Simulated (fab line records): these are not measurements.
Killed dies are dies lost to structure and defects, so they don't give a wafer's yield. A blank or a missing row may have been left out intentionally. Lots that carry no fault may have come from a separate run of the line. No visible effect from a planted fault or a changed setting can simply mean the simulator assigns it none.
Matching of chambers + flow nandHarc + NHARC_P_GATE_DESCUM_31 on rieDiel-04 has 4 sister chambers
The step chemistry O2, time 3 s. 22 wafers are shown with their chamber, then 11 later ones without.

## WAFERS PAIRED WITH THEIR CHAMBERS
| wafer  | chamber | drypumpMotorCurrentA (A) | rfVppV (V) | o2FlowSccm (sccm) |
|--------|---------|--------------------------|------------|-------------------|
| L076.2 | 2       | 5.0                      | 59.4       | 199.8             |
| L076.5 | 1       | 5.5                      | 58.2       | 198.9             |
| L076.6 | 0       | 4.9                      | 58.2       | 200.9             |
| L078.1 | 0       | 4.9                      | 58.2       | 199.7             |
| L078.2 | 1       | 5.6                      | 57.0       | 199.7             |
| L078.4 | 2       | 5.0                      | 57.0       | 200.1             |
| L079.2 | 2       | 5.0                      | 59.3       | 200.6             |
| L079.3 | 1       | 5.6                      | 57.1       | 198.3             |
| L079.5 | 1       | 5.5                      | 55.8       | 199.9             |
| L085.3 | 3       | 5.9                      | 59.4       | 199.9             |
| L085.4 | 1       | 5.6                      | 57.7       | 201.1             |
| L085.5 | 2       | 5.0                      | 55.8       | 200.3             |
| L086.2 | 2       | 5.0                      | 57.6       | 200.8             |
| L086.5 | 3       | 5.9                      | 58.2       | 201.2             |
| L086.6 | 0       | 4.9                      | 57.6       | 199.9             |
| L087.2 | 3       | 5.9                      | 58.3       | 200.5             |
| L087.3 | 2       | 5.0                      | 57.7       | 200.3             |
| L087.4 | 1       | 5.5                      | 57.7       | 199.9             |
| L089.3 | 1       | 5.5                      | 58.6       | 199.7             |
| L089.5 | 0       | 4.9                      | 58.0       | 199.5             |
| L089.6 | 3       | 5.9                      | 58.3       | 199.8             |
| L088.2 | 0       | 4.9                      | 57.1       | 200.0             |

SIGNATURES, as means of the wafers listed above
| reading              | chamber 0 | chamber 1 | chamber 2 | chamber 3 | scatter within a chamber |
|----------------------|-----------|-----------|-----------|-----------|--------------------------|
| drypumpMotorCurrentA | 4.900     | 5.543     | 5.000     | 5.900     | 0.0309                   |
| rfVppV               | 57.820    | 57.443    | 57.800    | 58.550    | 0.955                    |
| o2FlowSccm           | 200.000   | 199.643   | 200.317   | 200.350   | 0.652                    |
Rule: a wafer lies at a distance from a chamber equal to the root of the sum of squares, over the readings, of (its reading less the chamber's mean, divided by the reading's scatter). If the next closest chamber is less than 2 further off than the closest, the wafer can't be placed; otherwise it belongs to the closest. The scatter is the square root of a quotient: the sum, over the shown wafers, of each reading's squared deviation from its chamber's mean, divided by wafers minus chambers.

## WAFERS WHOSE CHAMBER IS MISSING
| wafer  | drypumpMotorCurrentA (A) | rfVppV (V) | o2FlowSccm (sccm) |
|--------|--------------------------|------------|-------------------|
| L088.4 | 5.0                      | 58.8       | 200.1             |
| L088.5 | 5.9                      | 56.8       | 199.9             |
| L090.1 | 5.9                      | 59.4       | 200.0             |
| L090.2 | 5.6                      | 58.6       | 199.7             |
| L090.3 | 5.0                      | 57.3       | 200.0             |
| L094.2 | 4.9                      | 58.2       | 200.3             |
| L094.4 | 5.5                      | 59.0       | 199.9             |
| L094.5 | 5.5                      | 57.0       | 200.1             |
| L095.1 | 5.6                      | 56.5       | 200.2             |
| L095.2 | 4.9                      | 56.8       | 199.5             |
| L095.4 | 5.9                      | 56.3       | 199.6             |

## WHICH CHAMBER EACH ONE RAN IN
| wafer  | from the rows above | in truth |
|--------|---------------------|----------|
| L088.4 | 2                   | 2        |
| L088.5 | 3                   | 3        |
| L090.1 | 3                   | 3        |
| L090.2 | 1                   | 1        |
| L090.3 | 2                   | 2        |
| L094.2 | 0                   | 0        |
| L094.4 | 1                   | 1        |
| L094.5 | 1                   | 1        |
| L095.1 | 1                   | 1        |
| L095.2 | 0                   | 0        |
| L095.4 | 3                   | 3        |
Correctly placed: 11 of 11. Left unplaced by these rows: 0. Number placed wrongly: 0.
